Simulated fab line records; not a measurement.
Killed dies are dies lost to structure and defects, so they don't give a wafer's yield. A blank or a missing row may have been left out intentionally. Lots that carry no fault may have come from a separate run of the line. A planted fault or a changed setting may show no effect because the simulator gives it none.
Split-lot study | flow n5Finfet | 21 wafers read from 7 lots, route of 1938 steps

## THE SPLIT ITSELF
At N5_BEOL_M15_EXPOSE_25 (exposes mask M15, target cd 400 nm), the setting doseMj was moved away from the recipe's 35.5 on 9 of the 21 wafers read, by -7.5% to +5.9%. For the rest of the wafers, this setting stayed at what the recipe calls for.

## FROM THE SPLIT TO THE READING: what the file shows between them, 3 steps
- N5_BEOL_M15_PEB_26: peb time 90 s
- N5_BEOL_M15_DEVELOP_27: develop time 45 s
- N5_BEOL_M15_HARDBAKE_32: time 120 s

## THE READING
Shown in nm: cdNm at N5_BEOL_M15_CD_MEAS_28, with target cd 407.6 nm. Fault-free wafers of this fab line usually give 406.3 nm, standard deviation 1.4 nm.

wafer  | tool, chamber at the split | doseMj as run | against the recipe | cdNm, nm | against lot-mates on the recipe
L074.1 | krfScanner-02, 0           | 35.5          | recipe             | 407.3    | -
L074.3 | krfScanner-02, 0           | 35.5          | recipe             | 407.2    | -
L074.4 | krfScanner-02, 0           | 37.1          | +4.5%              | 412.3    | +5.1
L077.1 | krfScanner-01, 0           | 33.8          | -4.8%              | 398.4    | -8.0
L077.4 | krfScanner-01, 0           | 35.5          | recipe             | 406.7    | -
L077.5 | krfScanner-01, 0           | 35.5          | recipe             | 406.1    | -
L079.2 | krfScanner-01, 0           | 37.6          | +5.9%              | 415.7    | +10.1
L079.3 | krfScanner-01, 0           | 35.5          | recipe             | 405.4    | -
L079.6 | krfScanner-01, 0           | 35.5          | recipe             | 405.9    | -
L076.1 | krfScanner-01, 0           | 35.5          | recipe             | 407.0    | -
L076.2 | krfScanner-01, 0           | 35.5          | recipe             | 405.3    | -
L076.5 | krfScanner-01, 0           | 35.5          | recipe             | 405.2    | -
L084.1 | krfScanner-02, 0           | 35.5          | recipe             | 407.1    | -
L084.3 | krfScanner-02, 0           | 32.84         | -7.5%              | 394.9    | -12.4
L084.4 | krfScanner-02, 0           | 35.5          | recipe             | 407.4    | -
L090.1 | krfScanner-02, 0           | 36.35         | +2.4%              | 407.0    | no lot-mate on the recipe
L090.2 | krfScanner-02, 0           | 36.35         | +2.4%              | 407.6    | no lot-mate on the recipe
L090.6 | krfScanner-02, 0           | 36.35         | +2.4%              | 407.6    | no lot-mate on the recipe
L091.1 | krfScanner-01, 0           | 34.56         | -2.6%              | 402.7    | -5.7
L091.3 | krfScanner-01, 0           | 35.5          | recipe             | 408.4    | -
L091.6 | krfScanner-01, 0           | 34.56         | -2.6%              | 402.5    | -5.9

THE FIT
A straight line over all 21 wafers: cdNm changes by +1.41 nm for each +1% of doseMj; r = +0.96; the points scatter about the line by 1.3 nm.
The same after taking each lot's own level away (the mean of its wafers on the recipe; 18 wafers): +1.63 nm for each +1%; r = +0.99; scatter 0.82 nm.
The reading moves by 12 nm for the largest change in doseMj, on that fit.
The lots' own levels span 405.65 to 408.40 nm, that is 2.0 times the standard deviation above.
Hence the slope depends on the lot-to-lot level, as the two fits are not the same.
Check: -12.6 nm against its lot-mates is what the line predicts for one of the wafers moved furthest among these (-7.5%) when that wafer is left out of the fit. Against them it came out at -12.4 nm.

## THE WHOLE CHAIN: every reading that the file lists as answering this split, in the file's order
step                   | what it does                                                            | reading                                                        | change (the file's fit)              | r (the file's)
N5_BEOL_M15_CD_MEAS_28 | target cd 407.6 nm                                                      | cdNm                                                           | +1.62 nm for each +1% of the setting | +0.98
N5_BEOL_M15_DESCUM_33  | chemistry O2, time 7.9 s                                                | BEOL_M15.cdNm (the simulator's own value, which no gauge read) | +1.57 nm for each +1% of the setting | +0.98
N5_BEOL_M15_ETCH_61    | etches BARC in N2/H2, target depth 89 nm, overetch 26.7 nm, time 67.9 s | BEOL_M15.cdNm (the simulator's own value, which no gauge read) | +1.51 nm for each +1% of the setting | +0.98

## THE FILE'S OWN FIT
cdNm changes by +1.62 nm for each +1% of doseMj, r = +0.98.
